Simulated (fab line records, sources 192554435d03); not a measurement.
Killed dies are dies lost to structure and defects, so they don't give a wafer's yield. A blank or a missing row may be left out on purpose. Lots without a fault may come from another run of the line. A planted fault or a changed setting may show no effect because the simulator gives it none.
One fault seen from 3 desks | flow n5_finfet | each desk has only its own numbers; what lay behind them comes last

THE TOOL OWNER'S DESK: uv_cure-02
The tool's own readings at N5_BEOL_M8_CURE_75 (cures SiCOH lowk, time 120 s): means of the sampled wafers that have a number, for each lot that ran on this tool. A lot is out of limits, marked OUT, if its mean lies more than 4 standard deviations from the usual mean; the brackets give that distance.
Columns: A = lamp_power_pct at N5_BEOL_M8_CURE_75, usual 52.31 %; B = run_length_s at N5_BEOL_M8_CURE_75, usual 178.5 s; C = wafer_temp_C_max at N5_BEOL_M8_CURE_75, usual 371.4
lot  | first seen here | A                | B                | C
L150 | day 12 10:23    | 52.33            | 177.7            | 371.4
L153 | day 12 21:49    | 51.81 (-8.3) OUT | 167.7 (-6.8) OUT | 371.3
L155 | day 13 14:25    | 51.80 (-8.4) OUT | 168.8 (-6.1) OUT | 372.1
L164 | day 16 01:00    | 52.37            | 178.6            | 371.6
This desk's finding: out of limits on L153, L155; first on L153, day 12 21:49 (lamp_power_pct at N5_BEOL_M8_CURE_75). In limits: L150, L164.

THE DEFECT DESK
What the inspections along the route counted, lot by lot: means of the sampled wafers that have a number. A lot is out of limits, marked OUT, if its mean lies more than 4 standard deviations from the usual mean; the brackets give that distance.
Columns: A = raw_defect_count at N5_BEOL_M8_INSPECT_30, usual 418
lot  | first seen here | A
L146 | day 11 01:00    | 389
L147 | day 11 22:35    | 371
L150 | day 12 09:44    | 532
L153 | day 12 20:55    | 483
L155 | day 13 13:45    | 589
L162 | day 16 00:09    | 389
L164 | day 16 00:19    | 370
L165 | day 16 00:22    | 374
L163 | day 16 08:04    | 559
L168 | day 17 04:47    | 345
L167 | day 17 11:21    | 451
This desk's finding: nothing out of limits on any of the 11 lots.

THE METROLOGY DESK
What the gauges read, lot by lot, whatever tool the lot ran on: means of the sampled wafers that have a number. A lot is out of limits, marked OUT, if its mean lies more than 4 standard deviations from the usual mean; the brackets give that distance.
Columns: A = V7_OVL at N5_BEOL_M8_OVL_MEAS_29, usual 0.0 nm
lot  | first seen here | A
L146 | day 11 00:57    | 0.2
L147 | day 11 22:31    | -1.3
L150 | day 12 09:41    | 0.9
L153 | day 12 20:51    | 0.4
L155 | day 13 13:41    | 0.7
L162 | day 16 00:06    | 0.7
L164 | day 16 00:16    | 0.3
L165 | day 16 00:19    | -0.5
L163 | day 16 08:01    | 0.4
L168 | day 17 04:44    | 0.0
L167 | day 17 11:17    | -0.0
This desk's finding: nothing out of limits on any of the 11 lots.

PUT TOGETHER
The tool owner's desk could have raised an alarm at day 12 21:49, on L153, L155.
The defect desk saw nothing out of limits.
The metrology desk saw nothing out of limits.
The defect desk has L153, L155 on record, within its limits.
The metrology desk has L153, L155 on record, within its limits.
Of the lots named, all ran N5_BEOL_M8_CURE_75 on uv_cure-02.

WHAT THE SIMULATOR HAD PUT IN
Process parameter drift: uv_cure-02, from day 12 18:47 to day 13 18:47, at N5_BEOL_M8_CURE_75. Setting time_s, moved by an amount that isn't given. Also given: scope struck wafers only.
Lots struck among those shown: L153, L155.
Hours from the fault's start to each desk's first reading out of limits: the tool owner's desk, 3.
